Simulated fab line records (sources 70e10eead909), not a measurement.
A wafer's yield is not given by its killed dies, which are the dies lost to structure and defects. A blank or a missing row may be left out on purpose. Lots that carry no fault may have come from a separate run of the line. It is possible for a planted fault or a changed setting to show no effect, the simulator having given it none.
Tool commonality check | flow nand_harc | Sample size 2 lots and 6 wafers

== WHAT PROMPTED THE OPENING ==
Flagged at NHARC_END_SORT_01: reading killed_at_periphery, on 2 of 2 lots. Fault-free wafers read 3.3, with a standard deviation of 2.3.
Rule: a lot gets a flag if all its wafers with a number sit over 4 standard deviations from that mean, or if no wafer of it has a number. The rest of the lots are taken to be sound.

lot  | measured     | on        | killed_at_periphery, wafer by wafer | flag
L711 | day 22 21:15 | prober-01 | 645 657 650                         | FLAGGED
L716 | day 23 05:02 | prober-01 | 638 642 646                         | FLAGGED
Flagged lots average 646.3: +643.0 relative to the usual, that is +99 or more standard deviations.

== TOOL THAT RAN EACH LOT ==
Before the reading, the record contains 4 process steps out of a 1159-step route. Read each cell as the tool, then ch plus the chambers that the sampled wafers visited, then the start.
lot  | flag    | NHARC_P_GATE_EXPOSE_08           | NHARC_THIN_TSV_STRIP_62              | NHARC_THIN_TSV_PVD_19                   | NHARC_THIN_TSV_STRIP_56
L711 | FLAGGED | krf_scanner-01 ch 0, day 7 08:46 | plasma_asher-02 ch 0,1, day 22 02:48 | pvd_sputter-01, day 22 08:26 or earlier | plasma_asher-02 ch 0,1, day 22 08:26
L716 | FLAGGED | krf_scanner-01 ch 0, day 7 22:38 | plasma_asher-02 ch 0,1, day 22 13:22 | pvd_sputter-02, day 22 17:18 or earlier | plasma_asher-02 ch 0,1, day 22 17:18
What these steps do:
- NHARC_P_GATE_EXPOSE_08: exposes mask P HV.
- NHARC_THIN_TSV_STRIP_62: strips in N2/H2, time 20 s.
- NHARC_THIN_TSV_PVD_19: deposits TaN, target thk 20 nm.
- NHARC_THIN_TSV_STRIP_56: strips in O2.
- NHARC_END_SORT_01

== FLAGGED OVER TOTAL, TOOL BY TOOL (the gauges that took the reading come last) ==
step                    | tool            | lots run | flagged | share of the flagged lots | sound lots run after its first flagged lot
NHARC_P_GATE_EXPOSE_08  | krf_scanner-01  | 2        | 2       | all                       | 0
NHARC_THIN_TSV_STRIP_62 | plasma_asher-02 | 2        | 2       | all                       | 0
NHARC_THIN_TSV_PVD_19   | pvd_sputter-01  | 1        | 1       | some                      | 0
NHARC_THIN_TSV_PVD_19   | pvd_sputter-02  | 1        | 1       | some                      | 0
NHARC_THIN_TSV_STRIP_56 | plasma_asher-02 | 2        | 2       | all                       | 0
NHARC_END_SORT_01       | prober-01       | 2        | 2       | all                       | 0
NHARC_THIN_TSV_PVD_19: start missing for some lots; hours and lot order therefore follow NHARC_THIN_TSV_STRIP_56.

== WHAT THE TABLE PERMITS ==
4 rows of the table ran every flagged lot: krf_scanner-01 at NHARC_P_GATE_EXPOSE_08, plasma_asher-02 at NHARC_THIN_TSV_STRIP_62, plasma_asher-02 at NHARC_THIN_TSV_STRIP_56, prober-01 at NHARC_END_SORT_01.
- krf_scanner-01 at NHARC_P_GATE_EXPOSE_08 ran 2 lots, 2 of them flagged. The start can't be narrowed down: in this sample, it ran no sound lot prior to its first flagged lot.
- plasma_asher-02 at NHARC_THIN_TSV_STRIP_62 ran 2 lots, 2 of them flagged. The start can't be narrowed down: in this sample, it ran no sound lot prior to its first flagged lot.
- plasma_asher-02 at NHARC_THIN_TSV_STRIP_56 ran 2 lots, 2 of them flagged. The start can't be narrowed down: in this sample, it ran no sound lot prior to its first flagged lot.
- prober-01 at NHARC_END_SORT_01 ran 2 lots, 2 of them flagged. The start can't be narrowed down: in this sample, it ran no sound lot prior to its first flagged lot.
A lot count leaves these 3 tools indistinguishable: every one of them fits a fault beginning at some hour. More lots, or a look at what each step does to the wafer, might.

== WHAT WAS PUT IN BY THE SIMULATOR ==
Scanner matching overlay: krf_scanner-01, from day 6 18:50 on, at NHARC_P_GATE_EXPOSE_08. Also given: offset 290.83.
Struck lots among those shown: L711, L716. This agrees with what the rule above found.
